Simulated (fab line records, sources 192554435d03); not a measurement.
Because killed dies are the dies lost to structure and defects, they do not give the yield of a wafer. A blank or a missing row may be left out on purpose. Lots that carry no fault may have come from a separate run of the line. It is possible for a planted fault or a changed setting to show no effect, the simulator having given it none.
Matching of chambers / flow n5 finfet / ald sin-03 running N5_BEOL_M0_SAQP_ALD_48: 3 sister chambers
The step deposits SiO2, target thk 20 nm, pulse time 1 s, co reactant pulse time 1 s. 6 wafers are shown with their chamber, then 4 later ones without.

== WAFERS PAIRED WITH THEIR CHAMBERS ==
wafer=L081.5; chamber=0; heater power w (W)=78; precursor pulse height rel=0.996
wafer=L088.3; chamber=0; heater power w (W)=78; precursor pulse height rel=0.995
wafer=L089.4; chamber=1; heater power w (W)=71; precursor pulse height rel=1.025
wafer=L089.5; chamber=3; heater power w (W)=85; precursor pulse height rel=1.036
wafer=L092.2; chamber=3; heater power w (W)=87; precursor pulse height rel=1.008
wafer=L092.3; chamber=1; heater power w (W)=71; precursor pulse height rel=1.026

== WAFERS WITHOUT THEIR CHAMBER ==
wafer=L093.1; heater power w (W)=84; precursor pulse height rel=0.981
wafer=L093.6; heater power w (W)=84; precursor pulse height rel=0.985
wafer=L094.2; heater power w (W)=72; precursor pulse height rel=1.009
wafer=L094.5; heater power w (W)=78; precursor pulse height rel=1.018

== THE CHAMBER EACH PASSED THROUGH ==
wafer=L093.1; from the rows above=3; in truth=3
wafer=L093.6; from the rows above=3; in truth=3
wafer=L094.2; from the rows above=1; in truth=1
wafer=L094.5; from the rows above=0; in truth=0
Correct placement for 4 of the 4. Not placeable from these rows: 0. 0 placed wrongly.
How it was worked out, from the rows above alone: a wafer's distance from a chamber is the root of the sum, over the readings, of the square of ((its reading less the chamber's mean) divided by the reading's scatter). The wafer belongs to the nearest chamber; if the next one is less than 2 further off, it can't be placed. For every chamber, the mean is computed from those of its wafers that are shown. The scatter is the square root of a quotient: the sum, over the shown wafers, of each reading's squared deviation from its chamber's mean, divided by wafers minus chambers.
